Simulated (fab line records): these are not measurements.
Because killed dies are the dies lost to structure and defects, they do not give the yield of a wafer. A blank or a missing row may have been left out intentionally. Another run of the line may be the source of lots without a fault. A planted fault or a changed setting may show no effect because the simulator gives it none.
A single fault, viewed from 3 desks || flow n5 finfet || every desk sees just its own numbers, and what lay behind them comes last

== DESK OF THE TOOL OWNER: ald sin-03 ==
The tool's own readings at N5_BEOL_M0_SAQP_SPACER1_ALD_98 (deposits SiO2, target thk 12.8 nm, pulse time 1 s, purge time 2 s): means of the sampled wafers that have a number, for each lot that ran on this tool. Marked OUT: a lot whose mean sits more than 4 standard deviations from the usual mean, which makes it out of limits; the brackets give that distance.
Columns: A = heater power w at N5_BEOL_M0_SAQP_SPACER1_ALD_98, usual 484 W; B = precursor pulse height rel at N5_BEOL_M0_SAQP_SPACER1_ALD_98, usual 1.000; C = susceptor temp C at N5_BEOL_M0_SAQP_SPACER1_ALD_98, usual 300.00 C
{"lot": "L335", "first seen here": "day 6 03:31", "A": 477, "B": 1.021, "C": 300.06}
{"lot": "L337", "first seen here": "day 6 12:01", "A": 515, "B": 1.019, "C": 299.70}
{"lot": "L338", "first seen here": "day 6 19:35", "A": 522, "B": 1.008, "C": 300.00}
{"lot": "L345", "first seen here": "day 8 14:58", "A": 554, "B": 1.004, "C": "326.51 (+99 or more) OUT"}
{"lot": "L346", "first seen here": "day 8 17:33", "A": 734, "B": 0.997, "C": "326.59 (+99 or more) OUT"}
{"lot": "L347", "first seen here": "day 8 22:28", "A": 661, "B": 0.979, "C": "326.72 (+99 or more) OUT"}
Finding of this desk: L345, L346, L347 out of limits; the first was L345 at day 8 14:58, on susceptor temp C at N5_BEOL_M0_SAQP_SPACER1_ALD_98. L335, L337, L338: within limits.

== THE METROLOGY DESK ==
Means of the sampled wafers that have a number, per lot and without regard to the tool the lot ran on: this is what the gauges read. Marked OUT: a lot whose mean sits more than 4 standard deviations from the usual mean, which makes it out of limits; the brackets give that distance. It has 11 readings; the 7 that lie furthest out on some lot are the ones shown.
Columns: A = cd nm at N5_BEOL_M0_SAQP_CD_MEAS_25, usual 12.83 nm; B = DIBL_N at N5_BEOL_M4_RC_MEAS_101, usual 36.8 mV/V; C = DIBL_P at N5_BEOL_M4_RC_MEAS_101, usual 37.1 mV/V; D = IOFF_N at N5_BEOL_M4_RC_MEAS_101, usual 0.168 nA/um; E = IOFF_P at N5_BEOL_M4_RC_MEAS_101, usual 0.22 nA/um; F = SS_N at N5_BEOL_M4_RC_MEAS_101, usual 71.7 mV/dec; G = VT_P at N5_BEOL_M4_RC_MEAS_101, usual -250 mV
{"lot": "L335", "first seen here": "day 6 04:12", "A": 12.82, "B": 37.0, "C": 36.1, "D": 0.147, "E": 0.20, "F": 71.0, "G": -251}
{"lot": "L337", "first seen here": "day 6 12:41", "A": 12.87, "B": 37.0, "C": 38.6, "D": 0.172, "E": 0.24, "F": 71.8, "G": -249}
{"lot": "L338", "first seen here": "day 6 20:15", "A": 12.79, "B": 37.2, "C": 36.4, "D": 0.175, "E": 0.22, "F": 72.3, "G": -248}
{"lot": "L344", "first seen here": "day 8 15:13", "A": 12.80, "B": 34.5, "C": 33.3, "D": 0.132, "E": 0.17, "F": 71.3, "G": -254}
{"lot": "L345", "first seen here": "day 8 15:38", "A": 12.30, "B": 37.1, "C": 40.0, "D": 0.177, "E": 0.26, "F": 72.5, "G": -246}
{"lot": "L346", "first seen here": "day 8 18:15", "A": 12.01, "B": 35.4, "C": 33.9, "D": 0.150, "E": 0.21, "F": 71.0, "G": -250}
{"lot": "L347", "first seen here": "day 8 23:17", "A": 12.23, "B": 37.7, "C": 36.0, "D": 0.167, "E": 0.24, "F": 71.5, "G": -249}
{"lot": "L348", "first seen here": "day 9 09:05", "A": 12.73, "B": 36.8, "C": 38.2, "D": 0.189, "E": 0.21, "F": 72.3, "G": -252}
{"lot": "L356", "first seen here": "day 11 05:05", "A": 12.89, "B": 37.0, "C": 36.8, "D": 0.158, "E": 0.22, "F": 71.2, "G": -248}
Result from this desk: across the 9 lots, nothing is out of limits.

== THE DEFECT DESK ==
What the inspections along the route counted, lot by lot: means of the sampled wafers that have a number. Marked OUT: a lot whose mean sits more than 4 standard deviations from the usual mean, which makes it out of limits; the brackets give that distance.
Columns: A = raw defect count at N5_BEOL_M0_SAQP_INSPECT_16, usual 493
{"lot": "L335", "first seen here": "day 6 02:35", "A": 448}
{"lot": "L337", "first seen here": "day 6 10:49", "A": 438}
{"lot": "L338", "first seen here": "day 6 18:14", "A": 428}
{"lot": "L344", "first seen here": "day 8 13:26", "A": 643}
{"lot": "L345", "first seen here": "day 8 14:01", "A": 644}
{"lot": "L346", "first seen here": "day 8 15:59", "A": 438}
{"lot": "L347", "first seen here": "day 8 20:44", "A": 387}
{"lot": "L348", "first seen here": "day 9 06:45", "A": 541}
{"lot": "L356", "first seen here": "day 11 03:16", "A": 586}
Result from this desk: across the 9 lots, nothing is out of limits.

== BROUGHT TOGETHER ==
An alarm could have come from the tool owner's desk at day 8 14:58, on L345, L346, L347.
At the metrology desk, nothing out of limits was observed.
Nothing the defect desk looked at was out of limits.
The metrology desk holds a record of L345, L346, L347, inside its limits.
The defect desk has L345, L346, L347 on record, within its limits.
N5_BEOL_M0_SAQP_SPACER1_ALD_98 was run on ald sin-03 by each of the lots named.

== WHAT THE SIMULATOR HAD PUT IN ==
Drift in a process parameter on ald sin-03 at N5_BEOL_M0_SAQP_SPACER1_ALD_98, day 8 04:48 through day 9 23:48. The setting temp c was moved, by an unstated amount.
Struck lots among those shown: L345, L346, L347.
Delay in hours, fault start to first out-of-limits reading, by desk: the tool owner's desk at 10.
